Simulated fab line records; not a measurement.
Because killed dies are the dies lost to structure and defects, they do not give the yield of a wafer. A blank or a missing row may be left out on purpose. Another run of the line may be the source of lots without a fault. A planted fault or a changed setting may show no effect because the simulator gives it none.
8D (eight disciplines) problem report, filled in by code -- flow nand harc -- the parts of the form that need people (team, actions taken, sign-off) are left out

1. THE PROBLEM
At NHARC_END_SORT_01, killed at array averages 674 over 2 wafers from 2 lots, while fault-free wafers read 27, standard deviation 10. Relative to the usual mean, that is a shift of +65 standard deviations.
Earliest sighting: wafer L617.4 on prober-02 at day 21 00:19. The record has a number at this step for 6 wafers belonging to 2 lots. Rule for "out", or "out of limits": more than 4 standard deviations from the usual mean. All remaining wafers that have a number are taken as sound.

2. WHAT IT IS, AND WHAT IT ISN'T
question,is,is not
which readings at this step,"killed at array, killed dies","killed at other, killed at periphery, killed open, killed short"
which lots,"L617, L622",-
which wafers of those lots,"L617.4, L622.1","L617.5, L617.6, L622.2, L622.3"
read on which gauges,prober-02,-
when,from day 21 00:19,"up to then (0 sound wafers); but 4 sound wafers of L617, L622 came after"

3. SUSPECTS, AND WHAT RULES EACH OUT
Counting: any tool at a process step up to the reading remains a suspect provided it ran every lot that is out. Sound lots after the first of them don't rule it out here, since some wafers of a struck lot are sound.
- the gauge at NHARC_END_SORT_01 is ruled out. All the wafers that are out were read on prober-02, but those of them that NHARC_A_CONTACT_ETCH_51 has rows for are out there too, on other tools.
- rie diel-10 at NHARC_A_CONTACT_ETCH_50 (etches the open film in CF4/CHF3, target depth 84.7 nm, time 42.4 s): kept. It ran every lot that is out, first L617 (day 17 13:33). Because NHARC_A_CONTACT_ETCH_50 lacks a start for some lots, the hours and order of its lots are taken from NHARC_A_CONTACT_ETCH_51.
- rie diel-10 at NHARC_A_CONTACT_ETCH_51 (etches the open film in O2/COS, target depth 3600 nm, time 936 s): kept. It ran every lot that is out, first L617 (day 17 13:33). Its own readings are out on those wafers: run length s.
- har cap etch-03 at NHARC_A_CONTACT_ETCH_117 (etches the open film in C4F8/O2/Ar, time 94 s, target depth 922 nm): kept. It ran every lot that is out, first L617 (day 17 15:05).
Still standing after the count: rie diel-10 at NHARC_A_CONTACT_ETCH_50, rie diel-10 at NHARC_A_CONTACT_ETCH_51, har cap etch-03 at NHARC_A_CONTACT_ETCH_117.

4. THE CAUSE (what the simulator had put in)
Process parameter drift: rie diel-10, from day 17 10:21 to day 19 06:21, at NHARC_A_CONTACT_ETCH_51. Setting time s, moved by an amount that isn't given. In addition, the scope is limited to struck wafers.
Counting leaves 3 suspects; this tool is one of them.

5. THE CHAIN OF EFFECTS, in route order
Rows list readings where the struck wafers' mean (over those with a number) sits beyond 3 standard deviations from the usual. Readings are gone through only where the record gives a usual standard deviation; hours: the median, over the lots, of the time from a lot's start at the first step in this table giving one to that lot's start at this step; sigmas: the change measured in usual standard deviations.
hours,step,reading,usual,on struck wafers,change,sigmas
0,NHARC_A_CONTACT_ETCH_51,run length s,957.4 s,691.8,-265.6,-99 or more
78,NHARC_END_SORT_01,killed at array,27,674,+646,+65
78,NHARC_END_SORT_01,killed dies,30,677,+647,+65
Process steps it contains:
- NHARC_A_CONTACT_ETCH_51: etches the open film in O2/COS, target depth 3600 nm, time 936 s.

6. HOW IT WOULD HAVE BEEN CAUGHT EARLIER
86 hours passed between the start of the fault at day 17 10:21 and the first reading out of limits at a measuring or inspecting step in this record, taken at day 21 00:19.
At NHARC_A_CONTACT_ETCH_51, the tool's own readings (run length s) were out on each struck wafer the step has a row for, so an alarm limit on them would have fired on the first such wafer.
Lots out: 2; all had begun NHARC_A_CONTACT_ETCH_51 on rie diel-10 by day 21 00:19. None of them would have been spared by holding the tool at that moment.
